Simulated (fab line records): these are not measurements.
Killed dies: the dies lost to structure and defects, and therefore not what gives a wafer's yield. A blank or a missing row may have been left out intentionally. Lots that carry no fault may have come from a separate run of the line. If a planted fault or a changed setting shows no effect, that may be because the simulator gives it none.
The tool behind it: which one? :: flow n5 finfet :: 66 wafers from 22 lots sampled at 2 of the route's 1938 steps

== WHAT THE GAUGES READ, wafer by wafer ==
N5_HKMG_FIN_CD_MEAS_12 targets a cd of 92.8 nm. Usual: cd nm 93.4 nm, standard deviation 0.78.
lot: L075
measured: day 4 09:04
on: cd sem-03
cd nm (nm): 92.6 92.3 93.0
flag: 

lot: L076
measured: day 4 16:41
on: cd sem-02
cd nm (nm): 94.3 94.4 93.7
flag: 

lot: L077
measured: day 4 23:27
on: cd sem-03
cd nm (nm): 92.4 94.1 93.1
flag: 

lot: L078
measured: day 5 01:14
on: cd sem-03
cd nm (nm): 93.1 93.5 93.0
flag: 

lot: L079
measured: day 5 13:55
on: cd sem-03
cd nm (nm): 93.6 93.7 94.4
flag: 

lot: L081
measured: day 5 22:30
on: cd sem-02
cd nm (nm): 94.5 95.0 94.2
flag: 

lot: L082
measured: day 6 06:10
on: cd sem-03
cd nm (nm): 92.3 92.0 92.1
flag: 

lot: L083
measured: day 6 11:16
on: cd sem-02
cd nm (nm): 93.4 92.5 93.0
flag: 

lot: L084
measured: day 6 18:55
on: cd sem-01
cd nm (nm): 93.3 93.3 93.6
flag: 

lot: L085
measured: day 6 23:29
on: cd sem-01
cd nm (nm): 92.7 94.6 94.1
flag: 

lot: L086
measured: day 7 01:52
on: cd sem-01
cd nm (nm): 93.6 93.7 93.3
flag: 

lot: L087
measured: day 7 11:26
on: cd sem-03
cd nm (nm): 93.3 94.5 94.6
flag: 

lot: L088
measured: day 7 17:03
on: cd sem-02
cd nm (nm): 92.6 93.3 94.4
flag: 

lot: L089
measured: day 7 23:10
on: cd sem-02
cd nm (nm): 94.4 93.7 94.4
flag: 

lot: L090
measured: day 8 05:16
on: cd sem-02
cd nm (nm): 93.2 92.8 93.9
flag: 

lot: L091
measured: day 8 08:02
on: cd sem-02
cd nm (nm): 93.1 93.9 93.6
flag: 

lot: L092
measured: day 8 14:58
on: cd sem-03
cd nm (nm): 93.6 93.9 92.4
flag: 

lot: L093
measured: day 8 21:29
on: cd sem-03
cd nm (nm): 93.9 94.1 94.6
flag: 

lot: L094
measured: day 9 04:25
on: cd sem-01
cd nm (nm): 92.8 93.4 93.9
flag: 

lot: L095
measured: day 9 08:41
on: cd sem-01
cd nm (nm): 92.1 91.4 92.5
flag: 

lot: L096
measured: day 9 16:28
on: cd sem-01
cd nm (nm): 92.5 92.8 93.2
flag: 

lot: L097
measured: day 9 23:30
on: cd sem-03
cd nm (nm): 94.8 93.7 93.3
flag: 

== WHAT TOOL EACH LOT RAN ON (gives the tool, then ch and the chambers of the sampled wafers, and finally the start) ==
lot: L075
N5_HKMG_FIN_STRIP_57: rie diel-04 ch 2,3, day 4 06:02

lot: L076
N5_HKMG_FIN_STRIP_57: rie diel-01 ch 0,1, day 4 13:40

lot: L077
N5_HKMG_FIN_STRIP_57: rie diel-03 ch 0,1, day 4 20:35

lot: L078
N5_HKMG_FIN_STRIP_57: rie diel-03 ch 0,2, day 4 22:14

lot: L079
N5_HKMG_FIN_STRIP_57: rie diel-01 ch 0,2,3, day 5 10:47

lot: L081
N5_HKMG_FIN_STRIP_57: rie diel-01 ch 2,3, day 5 19:37

lot: L082
N5_HKMG_FIN_STRIP_57: rie diel-03 ch 1,2,3, day 6 03:17

lot: L083
N5_HKMG_FIN_STRIP_57: rie diel-03 ch 0,2,3, day 6 08:23

lot: L084
N5_HKMG_FIN_STRIP_57: rie diel-01 ch 1,2, day 6 16:03

lot: L085
N5_HKMG_FIN_STRIP_57: rie diel-01 ch 1,2, day 6 20:22

lot: L086
N5_HKMG_FIN_STRIP_57: rie diel-01 ch 1,3, day 6 22:40

lot: L087
N5_HKMG_FIN_STRIP_57: rie diel-03 ch 1,2,3, day 7 08:17

lot: L088
N5_HKMG_FIN_STRIP_57: rie diel-04 ch 1,2,3, day 7 14:10

lot: L089
N5_HKMG_FIN_STRIP_57: rie diel-03 ch 0,1,2, day 7 20:08

lot: L090
N5_HKMG_FIN_STRIP_57: rie diel-01 ch 0,2,3, day 8 02:10

lot: L091
N5_HKMG_FIN_STRIP_57: rie diel-03 ch 0,2,3, day 8 04:59

lot: L092
N5_HKMG_FIN_STRIP_57: rie diel-01 ch 0,1,3, day 8 11:53

lot: L093
N5_HKMG_FIN_STRIP_57: rie diel-04 ch 1,2,3, day 8 18:24

lot: L094
N5_HKMG_FIN_STRIP_57: rie diel-01 ch 1,2,3, day 9 01:17

lot: L095
N5_HKMG_FIN_STRIP_57: rie diel-03 ch 0,1, day 9 05:30

lot: L096
N5_HKMG_FIN_STRIP_57: rie diel-04 ch 1,2, day 9 13:24

lot: L097
N5_HKMG_FIN_STRIP_57: rie diel-03 ch 0,2, day 9 20:27
- N5_HKMG_FIN_STRIP_57: strips in CF4.

== WHAT THE TOOLS THEMSELVES READ (means of the sampled wafers that have a number; where no wafer has one, the mark that the record gives instead) ==
N5_HKMG_FIN_STRIP_57. Usual: cf4 flow sccm 149.9 sccm, standard deviation 0.5; drypump motor current A 5.5 A, standard deviation 0.37; oes product au 0.81 a.u., standard deviation 0.086; rf vpp V 271.3 V, standard deviation 1.7; showerhead plenum p Torr 1.80 Torr, standard deviation 0.071; throttle valve pct 13.52 %, standard deviation 0.26.
lot: L075
tool: rie diel-04
cf4 flow sccm (sccm): 149.2
drypump motor current A (A): 5.6
oes product au (a.u.): 0.79
rf vpp V (V): 270.2
showerhead plenum p Torr (Torr): 1.78
throttle valve pct (%): 13.45
flag: 

lot: L076
tool: rie diel-01
cf4 flow sccm (sccm): 150.6
drypump motor current A (A): 5.4
oes product au (a.u.): 0.69
rf vpp V (V): 271.4
showerhead plenum p Torr (Torr): 1.80
throttle valve pct (%): 13.86
flag: 

lot: L077
tool: rie diel-03
cf4 flow sccm (sccm): 149.9
drypump motor current A (A): 5.3
oes product au (a.u.): 0.88
rf vpp V (V): 271.9
showerhead plenum p Torr (Torr): 1.85
throttle valve pct (%): 13.22
flag: 

lot: L078
tool: rie diel-03
cf4 flow sccm (sccm): 150.1
drypump motor current A (A): 5.4
oes product au (a.u.): 0.78
rf vpp V (V): 269.9
showerhead plenum p Torr (Torr): 1.73
throttle valve pct (%): 13.54
flag: 

lot: L079
tool: rie diel-01
cf4 flow sccm (sccm): 150.6
drypump motor current A (A): 5.5
oes product au (a.u.): 0.79
rf vpp V (V): 269.8
showerhead plenum p Torr (Torr): 1.77
throttle valve pct (%): 13.66
flag: 

lot: L081
tool: rie diel-01
cf4 flow sccm (sccm): 149.8
drypump motor current A (A): 5.3
oes product au (a.u.): 0.87
rf vpp V (V): 271.8
showerhead plenum p Torr (Torr): 1.80
throttle valve pct (%): 13.46
flag: 

lot: L082
tool: rie diel-03
cf4 flow sccm (sccm): 149.4
drypump motor current A (A): 5.4
oes product au (a.u.): 0.83
rf vpp V (V): 272.4
showerhead plenum p Torr (Torr): 1.84
throttle valve pct (%): 13.36
flag: 

lot: L083
tool: rie diel-03
cf4 flow sccm (sccm): 150.2
drypump motor current A (A): 5.5
oes product au (a.u.): 0.78
rf vpp V (V): 271.1
showerhead plenum p Torr (Torr): 1.79
throttle valve pct (%): 13.53
flag: 

lot: L084
tool: rie diel-01
cf4 flow sccm (sccm): 149.6
drypump motor current A (A): 5.4
oes product au (a.u.): 0.69
rf vpp V (V): 271.5
showerhead plenum p Torr (Torr): 1.80
throttle valve pct (%): 13.84
flag: 

lot: L085
tool: rie diel-01
cf4 flow sccm (sccm): 150.1
drypump motor current A (A): 5.7
oes product au (a.u.): 0.69
rf vpp V (V): 270.4
showerhead plenum p Torr (Torr): 1.76
throttle valve pct (%): 13.83
flag: 

lot: L086
tool: rie diel-01
cf4 flow sccm (sccm): 149.8
drypump motor current A (A): 5.1
oes product au (a.u.): 0.76
rf vpp V (V): 271.9
showerhead plenum p Torr (Torr): 1.85
throttle valve pct (%): 13.67
flag: 

lot: L087
tool: rie diel-03
cf4 flow sccm (sccm): 150.1
drypump motor current A (A): 5.5
oes product au (a.u.): 0.81
rf vpp V (V): 272.1
showerhead plenum p Torr (Torr): 1.84
throttle valve pct (%): 13.38
flag: 

lot: L088
tool: rie diel-04
cf4 flow sccm (sccm): 150.1
drypump motor current A (A): 5.9
oes product au (a.u.): 0.88
rf vpp V (V): 272.4
showerhead plenum p Torr (Torr): 1.83
throttle valve pct (%): 13.47
flag: 

lot: L089
tool: rie diel-03
cf4 flow sccm (sccm): 150.0
drypump motor current A (A): 5.4
oes product au (a.u.): 0.80
rf vpp V (V): 271.0
showerhead plenum p Torr (Torr): 1.78
throttle valve pct (%): 13.42
flag: 

lot: L090
tool: rie diel-01
cf4 flow sccm (sccm): 149.8
drypump motor current A (A): 5.5
oes product au (a.u.): 0.83
rf vpp V (V): 271.1
showerhead plenum p Torr (Torr): 1.77
throttle valve pct (%): 13.52
flag: 

lot: L091
tool: rie diel-03
cf4 flow sccm (sccm): 150.0
drypump motor current A (A): 5.4
oes product au (a.u.): 0.77
rf vpp V (V): 270.1
showerhead plenum p Torr (Torr): 1.78
throttle valve pct (%): 13.56
flag: 

lot: L092
tool: rie diel-01
cf4 flow sccm (sccm): 150.0
drypump motor current A (A): 5.2
oes product au (a.u.): 0.90
rf vpp V (V): 271.4
showerhead plenum p Torr (Torr): 1.82
throttle valve pct (%): 13.36
flag: 

lot: L093
tool: rie diel-04
cf4 flow sccm (sccm): 150.1
drypump motor current A (A): 5.9
oes product au (a.u.): 0.85
rf vpp V (V): 271.8
showerhead plenum p Torr (Torr): 1.83
throttle valve pct (%): 13.50
flag: 

lot: L094
tool: rie diel-01
cf4 flow sccm (sccm): 150.4
drypump motor current A (A): 5.4
oes product au (a.u.): 0.83
rf vpp V (V): 270.9
showerhead plenum p Torr (Torr): 1.79
throttle valve pct (%): 13.52
flag: 

lot: L095
tool: rie diel-03
cf4 flow sccm (sccm): 149.7
drypump motor current A (A): 5.3
oes product au (a.u.): 0.83
rf vpp V (V): 272.9
showerhead plenum p Torr (Torr): 1.84
throttle valve pct (%): 13.28
flag: 

lot: L096
tool: rie diel-04
cf4 flow sccm (sccm): 150.1
drypump motor current A (A): 6.1
oes product au (a.u.): 0.82
rf vpp V (V): 270.8
showerhead plenum p Torr (Torr): 1.77
throttle valve pct (%): 13.61
flag: 

lot: L097
tool: rie diel-03
cf4 flow sccm (sccm): 149.7
drypump motor current A (A): 5.5
oes product au (a.u.): 0.75
rf vpp V (V): 270.0
showerhead plenum p Torr (Torr): 1.72
throttle valve pct (%): 13.61
flag: 

== THE ANSWER, worked out from the rows above alone ==
Rule: lot off if the mean of its wafers having a number is beyond 3 standard deviations from the usual mean. Also off: a lot with no number at a reading for which 4 or more lots have one. Any other lot the step has rows for is counted as sound. After the gauges, taken in route order, come the tools' own readings; for these a lot's mean is taken, as printed above. The first step at which some lot is off is used, and at that step the reading that is off furthest; a lot without a number counts as furthest.
No lot is off on any of the readings shown, so nothing can be concluded from this.

== WHAT THE SIMULATOR PUT IN ==
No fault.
